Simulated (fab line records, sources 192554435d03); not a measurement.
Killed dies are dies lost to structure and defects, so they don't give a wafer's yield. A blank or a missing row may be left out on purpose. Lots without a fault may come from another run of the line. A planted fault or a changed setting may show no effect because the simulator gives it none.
fab line records | flow n5_finfet
record lots=4 wafers=12 last_day=16
route steps=1938 shown GATE_CUT@493 MOL_CONTACT_COAG@517 PASSIVATION@1936
lots that met no fault: from a run of the same line without faults
start_h: hours from the record's first day to the start of the lot's first wafer shown | wait_h: hours since the lot's step before | " the same as in the row above | L1.1+2: a row that stands for several wafers | - no value, or no start given | * or withheld: withheld | < > ~ a bound
route shown NAME@n: a module of which the file shows steps, and the number in the route of the first | usual: mean/standard deviation of fault-free wafers | same: alike in all rows | chamber/n: place in a boat | sites: the reading at each site | _std_site: their standard deviation | _edge_site: outer sites' mean less inner sites' | radius_mm: how far each site lies from the wafer's centre | mask NAME#n: copy n | behind: the tool/chamber that last shaped the wafer | hold: why the lot was held/for how many hours/how that ended | device: the transistor (n, p or np) that didn't switch | end of line: the same wafers' tests at the end of the route | a step without rows: its recipe alone | killed: dies lost to structure and defects at the first sort, not the wafer's yield | map: a wafer's dies, x killed, . not, _ none there
set.NAME: the setting as run; set.NAME@STEP: as run at that earlier step | model.NAME: the simulator's own value behind a step, which no gauge read
lots at some steps of the route; a table a step, a row a wafer
services: from which hour (start_h, from the record's first day; less than 0 if before it) a tool's chamber was out of use, for how many hours, and why
## steps
# step N5_GATE_CUT_ETCH_37
# recipe chemistry=N2/H2 target=SOC target_depth_a=600 overetch_a=120 mask_material=SiARC temp_c=40 time_s=90 ion_energy_ev=200 pressure_mtorr=30 source_w=840 bias_w=150 n2_flow_sccm=200 h2_flow_sccm=200
# step N5_GATE_CUT_STRIP_38
# recipe chemistry=N2/H2 temp_c=40 n2_flow_sccm=200 h2_flow_sccm=200 rf_frequency_hz=6e+07
# step N5_GATE_CUT_STRIP_39
# recipe chemistry=N2/H2 temp_c=40 n2_flow_sccm=200 h2_flow_sccm=200 rf_frequency_hz=6e+07
# step N5_GATE_CUT_HM_OPEN_40
# recipe chemistry=C4F6/O2 target=SiO2 mask_material=SiARC target_depth_a=1390 time_s=85.1 ion_energy_ev=250 pressure_mtorr=30 source_w=345 bias_w=185 Ar_flow_sccm=300 C4F6_flow_sccm=10 O2_flow_sccm=10 ends=cleared
# step N5_GATE_CUT_STRIP_41
# recipe chemistry=CF4 resist=SiARC power_w=300 bias_power_w=75 pressure_mtorr=50 cf4_flow_sccm=150 rf_frequency_hz=6e+07
# step N5_GATE_CUT_STRIP_42
# recipe chemistry=O2 power_w=400 temp_c=40 pressure_mtorr=30 rf_frequency_hz=6e+07 bias_power_w=0 overash_fraction=0.3 o2_flow_sccm=225
# step N5_GATE_CUT_ETCH_19
# recipe chemistry=CH3F/O2 target=SiNx mask_material=SiO2 target_depth_a=537 time_s=76.7 pressure_mtorr=30 source_w=395 bias_w=73 Ar_flow_sccm=150 CH3F_flow_sccm=30 O2_flow_sccm=20 ion_energy_ev=120 ends=cleared
# step N5_GATE_CUT_CUT_ETCH_53
# recipe chemistry=SF6/Cl2 target=W mask_material=SiO2 target_depth_a=792 pressure_mtorr=8 icp_w=900 bias_w=80 SF6_flow_sccm=40 Cl2_flow_sccm=60 ends=cleared
# step N5_GATE_CUT_CUT_ETCH_54
# recipe chemistry=Cl2/BCl3 target=TiN mask_material=SiO2 target_depth_a=967 pressure_mtorr=10 icp_w=1000 bias_w=126 Cl2_flow_sccm=53.25 bcl3_flow_sccm=21.75 Ar_flow_sccm=25 ends=cleared
# step N5_GATE_CUT_CUT_ETCH_55
# recipe chemistry=BCl3 target=HfO2 mask_material=SiO2 target_depth_a=32 ion_energy_ev=30 pressure_mtorr=5 icp_w=450 bias_w=18 bcl3_flow_sccm=80
# step N5_GATE_CUT_ETCH_47
# recipe chemistry=Cl2/BCl3 target=SiO2 target_depth_a=100 pressure_mtorr=10 icp_w=1000 bias_w=126 Cl2_flow_sccm=53.25 bcl3_flow_sccm=21.75 Ar_flow_sccm=25
# step N5_GATE_CUT_VAPOR_ETCH_48
# recipe chemistry=BCl3/Cl2 target=TiN mode=isotropic
# step N5_GATE_CUT_VAPOR_ETCH_49
# recipe chemistry=BCl3/Cl2 target=TiAlC mode=isotropic
# usual drypump_motor_current_A=5.5/0.59 oes_product_au=0.75/0.11
# columns lot.wafer tool chamber start_h wait_h drypump_motor_current_A oes_product_au
L988.4 rie_metal-03 1 98.03 0.0 4.8 0.82
L988.5 " 1 " " 4.8 0.82
L988.6 " 0 " " 6.4 0.58
L997.2 rie_metal-01 1 150.96 0.0 5.9 0.67
L997.3 " 1 " " 5.9 0.67
L997.5 " 1 " " 5.9 0.67
L105.2 rie_metal-01 1 197.95 0.0 5.9 0.65
L105.3 " 0 " " 5.0 0.87
L105.6 " 0 " " 5.0 0.88
L106.1 rie_metal-01 1 204.70 0.0 5.9 0.66
L106.2 " 0 " " 5.0 0.86
L106.3 " 1 " " 5.9 0.65
# step N5_GATE_CUT_VAPOR_ETCH_51
# recipe chemistry=BCl3/Cl2 target=HfO2 mode=isotropic
# step N5_GATE_CUT_STRIP_21
# recipe chemistry=N2/H2 time_s=30 power_w=1000 temp_c=250 pressure_mtorr=withheld n2_flow_sccm=1750 h2_flow_sccm=3250
# step N5_GATE_CUT_STRIP_29
# recipe chemistry=post_etch_residue_remover time_s=60 temp_c=25 remover_ph=withheld remover_water_wt_pct=withheld remover_fluoride_wt_pct=withheld
# step N5_GATE_CUT_SRD_52
# recipe dry=ipa_marangoni time_s=30 temp_c=23 rinse_liquid=diw
# step N5_GATE_CUT_ALD_22
# recipe material=SiNx target_thk_a=160 temp_c=400 ald_precursor_family=SiH2I2 ald_co_reactant=N2/H2-plasma pulse_time_s=1 ald_cycles=320 purge_time_s=2 co_reactant_purge_time_s=2 pressure_torr=2
# step N5_GATE_CUT_CMP_23
# recipe stop_on=SiO2 t_overpolish_s=23.4 post_cmp_clean=alkaline_brush down_force_psi=2.5 platen_rpm=51.8 pad_velocity_m_s=1.0307 target_thk_nm=16
# step N5_GATE_CUT_CMP_43
# recipe material=SiO2 post_cmp_clean=rinse_only
# step N5_GATE_CUT_CMP_61
# recipe stop_on=SiNx t_overpolish_s=3 post_cmp_clean=alkaline_brush down_force_psi=4 platen_rpm=27.09 pad_velocity_m_s=0.539
# step N5_MOL_CONTACT_COAG_COAT_103
# recipe resist=SOC temp_c=250 time_s=60 spin_rpm=1500 resist_thk_nm=80
# step N5_MOL_CONTACT_COAG_COAT_104
# recipe resist=SiARC temp_c=220 time_s=60 spin_rpm=1500 resist_thk_nm=12
# step N5_MOL_CONTACT_COAG_COAT_58
# recipe resist=underlayer temp_c=205 time_s=60 spin_rpm=1500 resist_thk_nm=10
# step N5_MOL_CONTACT_COAG_COAT_02
# recipe resist=CAR-EUV spin_rpm=1500 resist_thk_nm=30
# step N5_MOL_CONTACT_COAG_EBR_04
# recipe solvent=PGMEA ebr_width_mm=1.5
# step N5_MOL_CONTACT_COAG_SOFTBAKE_03
# recipe temp_c=110 time_s=60 resist=CAR-EUV
# step N5_MOL_CONTACT_COAG_EXPOSE_05
# recipe mask_id=CA na=0.33 source_shape=annular sigma_inner=0.4 sigma_outer=0.8 polarization=unpolarized defocus_nm=0 dose_mj=38.25
# step N5_MOL_CONTACT_COAG_PEB_06
# recipe peb_temp_c=100 peb_time_s=60 resist=CAR-EUV
# step N5_MOL_CONTACT_COAG_DEVELOP_07
# recipe develop_time_s=30 developer=TMAH resist=CAR-EUV rinse_liquid=surfactant_rinse dry=air_spin dev_temp_c=23
# step N5_MOL_CONTACT_COAG_DESCUM_13
# recipe chemistry=O2 time_s=7 source_power_w=50 bias_power_w=20 pressure_mtorr=20 rf_frequency_hz=2.712e+07 temp_c=40 resist=CAR-EUV o2_flow_sccm=225
# step N5_MOL_CONTACT_COAG_ETCH_59
# recipe chemistry=N2/H2 target=underlayer target_depth_a=130 mask_material=CAR-EUV time_s=10.4 ion_energy_ev=200 pressure_mtorr=30 source_w=840 bias_w=150 n2_flow_sccm=200 h2_flow_sccm=200 ends=cleared
# step N5_MOL_CONTACT_COAG_ETCH_105
# recipe chemistry=CF4 target=SiARC target_depth_a=156 mask_material=CAR-EUV time_s=26 ion_energy_ev=80 pressure_mtorr=40 source_w=545 bias_w=36 Ar_flow_sccm=100 cf4_flow_sccm=100 ends=cleared
# step N5_MOL_CONTACT_COAG_ETCH_106
# recipe chemistry=N2/H2 target=SOC target_depth_a=800 overetch_a=160 mask_material=SiARC temp_c=40 time_s=120 ion_energy_ev=200 pressure_mtorr=30 source_w=840 bias_w=150 n2_flow_sccm=200 h2_flow_sccm=200
# step N5_MOL_CONTACT_COAG_STRIP_107
# recipe chemistry=N2/H2 temp_c=40 n2_flow_sccm=200 h2_flow_sccm=200 rf_frequency_hz=6e+07
# step N5_MOL_CONTACT_COAG_STRIP_108
# recipe chemistry=N2/H2 temp_c=40 n2_flow_sccm=200 h2_flow_sccm=200 rf_frequency_hz=6e+07
# step N5_PASSIVATION_PROBE_49
# usual defect_limited_yield=91.4/1.6 killed_at_M0_to_M3=34/10 killed_at_M4_up=12/4.8 killed_at_contacts=11/6.2 killed_at_front_end=39/13 killed_at_other=4/3.1 killed_dies=101/19 killed_on_rim=13/4.1 killed_open=67/14 killed_short=32/8.3 sort_bin_5_function=5.0/1 sort_bin_6_memory=3.2/0.76 sort_n_pass=1079/19 sort_yield_pct=91.4/1.6
# same gross_dies=1180 killed_at_back_side=0 sort_bin_4_leakage[%]=0 sort_bin_8_speed[%]=0
# columns lot.wafer tool chamber start_h wait_h defect_limited_yield[%] killed_at_M0_to_M3 killed_at_M4_up killed_at_contacts killed_at_front_end killed_at_other killed_dies killed_on_rim killed_open killed_short sort_bin_5_function[%] sort_bin_6_memory[%] sort_n_pass sort_yield_pct[%]
L997.2 prober-01 - 347.38 0.1 91.9 36 12 7 38 3 96 15 54 41 4.3 3.3 1084 91.9
L997.3 prober-01 - 347.43 0.1 91.6 36 20 10 31 2 99 24 62 37 5.4 2.7 1081 91.6
L997.5 prober-01 - 347.53 0.2 91.4 39 2 13 43 5 102 8 56 42 5.4 2.8 1078 91.4
L105.2 prober-02 - 387.87 0.1 83.6 37 9 12 130 5 193 33 73 21 9.5 3.9 987 83.6
L106.1 prober-02 - 392.36 0.0 84.7 23 9 13 132 3 180 27 56 22 9.3 3.0 1000 84.7
L106.2 prober-02 - 392.41 0.1 91.1 17 18 16 49 5 105 15 74 29 5.3 3.4 1075 91.1
L106.3 prober-02 - 392.46 0.1 83.7 13 22 19 131 7 192 29 74 22 9.7 3.6 988 83.7
# killed by level:class
L997.2 BEOL_M0_SAQP:geometric_particle:open=14 BEOL_M0_SAQP:geometric_particle:short=8 STARTING-WAFER:geometric_particle:short=6 BEOL_M4:geometric_particle:open=5 GATE_CUT:geometric_particle:short=5 BEOL_M1:geometric_particle:short=5 FIN_SAQP:geometric_particle:open=4 FIN_SAQP:geometric_particle:short=4
L997.3 BEOL_M0_SAQP:geometric_particle:open=8 BEOL_M0_SAQP:geometric_particle:short=8 MOL_CONTACT_COAG:geometric_particle:open=7 FIN_SAQP:geometric_particle:open=6 STI_FIN_REVEAL:geometric_particle:open=6 BEOL_M1:geometric_particle:open=6 BEOL_M3:geometric_particle:open=6 BEOL_M4:geometric_particle:open=6
L997.5 FIN_SAQP:geometric_particle:short=8 BEOL_M0_SAQP:geometric_particle:open=8 FIN_SAQP:geometric_particle:open=7 MOL_CONTACT_COAG:geometric_particle:open=7 BEOL_M0_SAQP:geometric_particle:short=7 BEOL_M2:geometric_particle:open=7 BEOL_M3:geometric_particle:open=6 STI_FIN_REVEAL:geometric_particle:open=6
L105.2 GATE_CUT:unspecified=97 FIN_SAQP:geometric_particle:open=11 MOL_CONTACT_COAG:geometric_particle:open=11 BEOL_M2:geometric_particle:open=11 BEOL_M0_SAQP:geometric_particle:open=9 BEOL_M1:geometric_particle:open=7 BEOL_M0_SAQP:geometric_particle:short=6 STI_FIN_REVEAL:geometric_particle:open=6
L106.1 GATE_CUT:unspecified=100 MOL_CONTACT_COAG:geometric_particle:open=10 FIN_SAQP:geometric_particle:short=9 BEOL_M2:geometric_particle:open=9 FIN_SAQP:geometric_particle:open=8 STI_FIN_REVEAL:geometric_particle:open=8 BEOL_M0_SAQP:geometric_particle:open=5 MOL_CONTACT_COAG:geometric_particle:short=3
L106.2 MOL_CONTACT_COAG:geometric_particle:open=15 STI_FIN_REVEAL:geometric_particle:open=14 FIN_SAQP:geometric_particle:open=13 FIN_SAQP:geometric_particle:short=5 GATE_CUT:geometric_particle:short=5 GATE_CUT:geometric_particle:open=4 BEOL_M0_SAQP:geometric_particle:open=4 BEOL_M1:geometric_particle:open=4
L106.3 GATE_CUT:unspecified=94 MOL_CONTACT_COAG:geometric_particle:open=18 BEOL_M4:geometric_particle:open=13 STI_FIN_REVEAL:geometric_particle:open=13 FIN_SAQP:geometric_particle:open=6 BEOL_M1:geometric_particle:open=6 FIN_SAQP:geometric_particle:short=5 STARTING-WAFER:geometric_particle:open=4
# map L105.2 (x killed, . not)
_________________xx.......x..________________
______________xxxx..x......x...._____________
___________xxxxxx...............x..__________
__________xxxxxxxxxx........x......._________
________xxxxxxxxxxx.....x............._______
_______xxxxxxxxxxxxx................x..______
______xxxxxxxxxxxx.................x...._____
_____xxxxxxxxxxxxxx.........x............____
____..xxxxxxxxx..x....x...................___
___...xxxxx.xx.xx..x............x..........__
___...x.x.xxxxx...x.................x......__
__...x...........x..........x..............._
__x..x.x..x.........x.........x............._
_...x..........x.........x...................
_x...x..........................x..........x.
_x........................xx...........x.....
_...........x................................
_.........x..x......x........................
_................x.x......x...x...x..........
_.................x.x........x.......x.....x.
_..x.x............x..x.......................
__x.........xx.........x........x......x..x._
__..x..xx.xx...x..............x.......x.x..._
___............x.x...........x.............__
___......x...............x.............x...__
____.xx..............................x....___
_____..................x....x............____
______x...........x......x.....x.x..x..._____
_______..........x......x.x............______
________x......x.....................x_______
__________.x...x...................._________
___________.......x................__________
______________.................x_____________
_________________............________________
# map L106.3 (x killed, . not)
_________________....x.......________________
______________xx.xx..x.........._____________
___________xxxxxx.....xx........xx.__________
__________xxxxxxx.xxx..............._________
________xxxxxxxxxxx..x................_______
_______xxxxxxxxxxxx.......x......x.....______
______xxxxxxxxxxxxxx...x....x.x.....x..._____
_____x.xxxxxxxxxxxx......................____
____..xxxxxxxxxxxx...x..............x.....___
___....xxxxxx.x.x.......x......xx.......x..__
___....x..xxxx.................x...........__
__......x...........................x......._
__............x.........x.................x._
_.........x..........x.........x........xx...
_.....x.............x.................x......
_...x.xx.......x............x................
_..............x......x.........x...........x
_....xx.............x....x.x.........x.......
_.............x...........x..................
_.............................x..............
_.......x.........x.....................x....
__....xx....x...x.......................x..._
__................x.x..x....x........x......_
___...........x........x...x...........x...__
___.x.xx.......x..x........................__
____........x....x........................___
_____......x.......x..........x.x.......x____
______.................................._____
_______..x........x....x..x....x.......______
________....x...x.....x....x.....x...x_______
__________.............x............_________
___________..x.....................__________
______________.x............x..._____________
_________________.x..x.......________________
## services
# columns tool chamber start_h hours kind
rie_metal-03 0 113.73 - clean
rie_metal-03 0 113.73 17.1 scheduled_down
rie_metal-03 0 113.73 17.1 vent_cycle
rie_metal-03 - 152.69 1.4 pm
## key
first_sign step=N5_PASSIVATION_PROBE_49 reading=killed_at_front_end direction=up sigmas=7.1 usual=39 struck=131
effect step=N5_PASSIVATION_PROBE_49 reading=defect_limited_yield direction=down sigmas=4.7 usual=91.4 struck=84.0
more_kills_born_at N5_GATE_CUT_VAPOR_ETCH_49@rie_metal-01=291
met_at N5_GATE_CUT_VAPOR_ETCH_49
struck_wafers L105.2,L106.1,L106.3
onset_between 150.96 197.95
fault kind=chamber_particle_source tool=rie_metal-01 chamber=1 onset_h=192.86 steps=N5_GATE_CUT_VAPOR_ETCH_49 rate_per_visit_cm2=1.4671 end_h=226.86
